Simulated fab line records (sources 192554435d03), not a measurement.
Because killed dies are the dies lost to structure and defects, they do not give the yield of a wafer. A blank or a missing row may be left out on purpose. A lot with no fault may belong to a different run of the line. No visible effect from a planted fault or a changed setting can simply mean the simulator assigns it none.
Split-lot trial    flow n5 finfet    7 lots, 39 wafers read, on a route of 1938 steps

## ON THE SPLIT
At N5_BEOL_M15_ILD_DEP_00 (deposits SiO2 from TEOS/O2, target thk 1629.3 nm, time 346.1 s), the setting target thk a was moved away from the recipe's 16293 angstrom on 12 of the 39 wafers read, by -17.9% to +56.7%. All remaining wafers had this setting at the recipe value.

Split to reading: the file shows no intervening step.

## THE READING
At N5_BEOL_M15_THK_MEAS_01: M15_ILD_THK, given in nm. Typical for fault-free wafers on this fab line: 1625 nm, with standard deviation 22 nm.

wafer   tool, chamber at the split  target thk a as run, angstrom  against the recipe  M15_ILD_THK, nm  against lot-mates on the recipe
L075.1  pecvd-01, 1                 16293                          recipe              1615             -
L075.2  pecvd-01, 0                 16293                          recipe              1609             -
L075.3  pecvd-01, 2                 16293                          recipe              1642             -
L075.4  pecvd-01, 2                 16293                          recipe              1665             -
L075.5  pecvd-01, 1                 16293                          recipe              1639             -
L075.6  pecvd-01, 0                 16293                          recipe              1652             -
L080.1  pecvd-04, 2                 16293                          recipe              1574             -
L080.2  pecvd-04, 0                 16293                          recipe              1611             -
L080.3  pecvd-04, 1                 20540                          +26.1%              2021             +413
L080.4  pecvd-04, 0                 16293                          recipe              1638             -
L080.5  pecvd-04, 1                 20540                          +26.1%              2056             +448
L080.6  pecvd-04, 2                 20540                          +26.1%              2028             +420
L083.1  pecvd-01, 1                 16293                          recipe              1582             -
L083.2  pecvd-01, 2                 16293                          recipe              1606             -
L083.3  pecvd-01, 2                 16293                          recipe              1637             -
L085.1  pecvd-01, 1                 20920                          +28.4%              2034             +415
L085.2  pecvd-01, 2                 20920                          +28.4%              2067             +448
L085.3  pecvd-01, 1                 20920                          +28.4%              2080             +461
L085.4  pecvd-01, 2                 16293                          recipe              1622             -
L085.5  pecvd-01, 1                 16293                          recipe              1605             -
L085.6  pecvd-01, 2                 16293                          recipe              1629             -
L087.1  pecvd-01, 2                 16293                          recipe              1600             -
L087.2  pecvd-01, 1                 16293                          recipe              1611             -
L087.3  pecvd-01, 2                 13380                          -17.9%              1329             -291
L087.4  pecvd-01, 1                 13380                          -17.9%              1336             -284
L087.5  pecvd-01, 1                 13380                          -17.9%              1310             -310
L087.6  pecvd-01, 2                 16293                          recipe              1649             -
L089.1  pecvd-01, 0                 16293                          recipe              1596             -
L089.2  pecvd-01, 1                 25530                          +56.7%              2504             +891
L089.3  pecvd-01, 2                 25530                          +56.7%              2539             +926
L089.4  pecvd-01, 0                 16293                          recipe              1623             -
L089.5  pecvd-01, 2                 25530                          +56.7%              2540             +927
L089.6  pecvd-01, 1                 16293                          recipe              1619             -
L096.1  pecvd-02, 1                 16293                          recipe              1634             -
L096.2  pecvd-02, 0                 16293                          recipe              1599             -
L096.3  pecvd-02, 2                 16293                          recipe              1630             -
L096.4  pecvd-02, 1                 16293                          recipe              1646             -
L096.5  pecvd-02, 2                 16293                          recipe              1624             -
L096.6  pecvd-02, 0                 16293                          recipe              1645             -

THE FIT
A straight line over all 39 wafers: M15_ILD_THK changes by +15.9 nm for each +1% of target thk a; r = +1.00; the points scatter about the line by 21 nm.
The same after taking each lot's own level away (the mean of its wafers on the recipe; 39 wafers): +16.1 nm for each +1%; r = +1.00; scatter 19 nm.
On that fit, the largest move of target thk a shifts the reading by 9.1e+02 nm.
From 1607.7 to 1637.0 nm: that is the span of the lots' own levels, equal to 1.3 times the standard deviation above.
So the lot-to-lot level changes the slope little: the two slopes agree.
Check: with one of the wafers moved furthest among these (+56.7%) left out of the fit, the line predicts +919 nm for it against its lot-mates. It came out at +891 nm against them.

## OTHER SPLITS APPLIED TO THESE WAFERS
These wafers also went through other splits before the reading. Each is held against what the fit with the lots' levels taken away leaves over:
other split on the same wafers     wafers away from the commonest value  r with M15_ILD_THK (lot level and that fit taken away)
N5_BEOL_M12_TRENCH_ETCH_34 time s  12                                    +0.03

## THE WHOLE CHAIN: every reading that the file lists as answering this split, in the file's order
step                     what it does                                                    reading                                                                              change (the file's fit)               r (the file's)
N5_BEOL_M15_ILD_DEP_00   deposits SiO2 from TEOS/O2, target thk 1629.3 nm, time 346.1 s  SiO2_of_BEOL_M15_ILD_DEP_00.thk nm (the simulator's own value, which no gauge read)  +16.1 nm for each +1% of the setting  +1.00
N5_BEOL_M15_THK_MEAS_01                                                                  M15_ILD_THK                                                                          +16.1 for each +1% of the setting     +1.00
N5_BEOL_M15_VIA_ETCH_16  etches SiO2 in C4F8/O2/Ar, target depth 1792.2 nm               etch.depth nm (the simulator's own value, which no gauge read)                       +16.1 nm for each +1% of the setting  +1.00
N5_BEOL_M15_VIA_ETCH_16  etches SiO2 in C4F8/O2/Ar, target depth 1792.2 nm               coat_of_BEOL_M15_COAT_04.thk nm (the simulator's own value, which no gauge read)     -3.91 nm for each +1% of the setting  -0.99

## FILE'S OWN FIT
M15_ILD_THK changes by +16.1 nm for each +1% of target thk a, r = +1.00.
